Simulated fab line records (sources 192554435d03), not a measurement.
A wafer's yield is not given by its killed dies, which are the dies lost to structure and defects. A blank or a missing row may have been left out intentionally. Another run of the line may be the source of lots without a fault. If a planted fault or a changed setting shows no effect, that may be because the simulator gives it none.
Split-lot trial    flow n5 finfet    route with 1938 steps; 7 lots, 21 wafers read

SPLIT DETAILS
At N5_BEOL_M4_ETCH_70 (etches SOC in N2/H2, target depth 80 nm, overetch 24 nm, time 130 s), the setting source w was moved away from the recipe's 840 W on 5 of the 21 wafers read, by +4.6% to +16.7%. This setting was run at the recipe's value on the other wafers.

The reading is taken at the split's own step.

THE READING
rf vpp V, in V, at N5_BEOL_M4_ETCH_70 (etches SOC in N2/H2, target depth 80 nm, overetch 24 nm, time 130 s). On this fab line, fault-free wafers typically give 523.5 V with a standard deviation of 2.5 V.

wafer   tool, chamber at the split  source w as run, W  against the recipe  rf vpp V, V  against lot-mates on the recipe
L078.1  rie diel-02, 3              840                 recipe              525.1        -
L078.5  rie diel-02, 2              840                 recipe              527.2        -
L078.6  rie diel-02, 0              840                 recipe              520.3        -
L077.2  rie diel-03, 1              888.6               +5.8%               513.4        no lot-mate on the recipe
L077.4  rie diel-03, 0              888.6               +5.8%               513.2        no lot-mate on the recipe
L077.6  rie diel-03, 1              888.6               +5.8%               512.7        no lot-mate on the recipe
L079.4  rie diel-04, 3              840                 recipe              524.3        -
L079.5  rie diel-04, 3              840                 recipe              525.8        -
L079.6  rie diel-04, 2              840                 recipe              522.9        -
L082.1  rie diel-04, 3              878.6               +4.6%               518.0        -5.0
L082.4  rie diel-04, 1              840                 recipe              520.5        -
L082.6  rie diel-04, 3              840                 recipe              525.5        -
L084.3  rie diel-03, 1              840                 recipe              522.6        -
L084.4  rie diel-03, 0              980.6               +16.7%              495.3        -28.1
L084.5  rie diel-03, 2              840                 recipe              524.1        -
L086.2  rie diel-03, 1              840                 recipe              523.2        -
L086.3  rie diel-03, 2              840                 recipe              523.1        -
L086.4  rie diel-03, 3              840                 recipe              519.4        -
L089.1  rie diel-03, 3              840                 recipe              519.2        -
L089.3  rie diel-03, 0              840                 recipe              520.7        -
L089.5  rie diel-03, 3              840                 recipe              520.5        -

THE FIT
A straight line over all 21 wafers: rf vpp V changes by -1.62 V for each +1% of source w; r = -0.95; the points scatter about the line by 2.3 V.
The same after taking each lot's own level away (the mean of its wafers on the recipe; 18 wafers): -1.64 V for each +1%; r = -0.96; scatter 1.9 V.
On that fit, the largest move of source w shifts the reading by 27 V.
Measured against the standard deviation above, the lots' own levels, which go from 520.13 to 524.33 V, span 1.7 times it.
Hence the lot-to-lot level has little effect on the slope; both slopes agree.
Check: for one of the wafers moved furthest among these (+16.7%), held out of the fit, the line's prediction against its lot-mates is -18.2 V. Against them it came out at -28.1 V.
Tool readings at the split's step, against how far the setting was moved: rf vpp V r = -0.95.

OTHER SPLITS APPLIED TO THESE WAFERS
These wafers also went through other splits before the reading. Each is held against what the fit with the lots' levels taken away leaves over:
other split on the same wafers     wafers away from the commonest value  r with rf vpp V (lot level and that fit taken away)
N5_BEOL_M3_ETCH_41 target depth a  9                                     -0.01

FILE'S OWN FIT
rf vpp V changes by -1.64 V for each +1% of source w, r = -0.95.
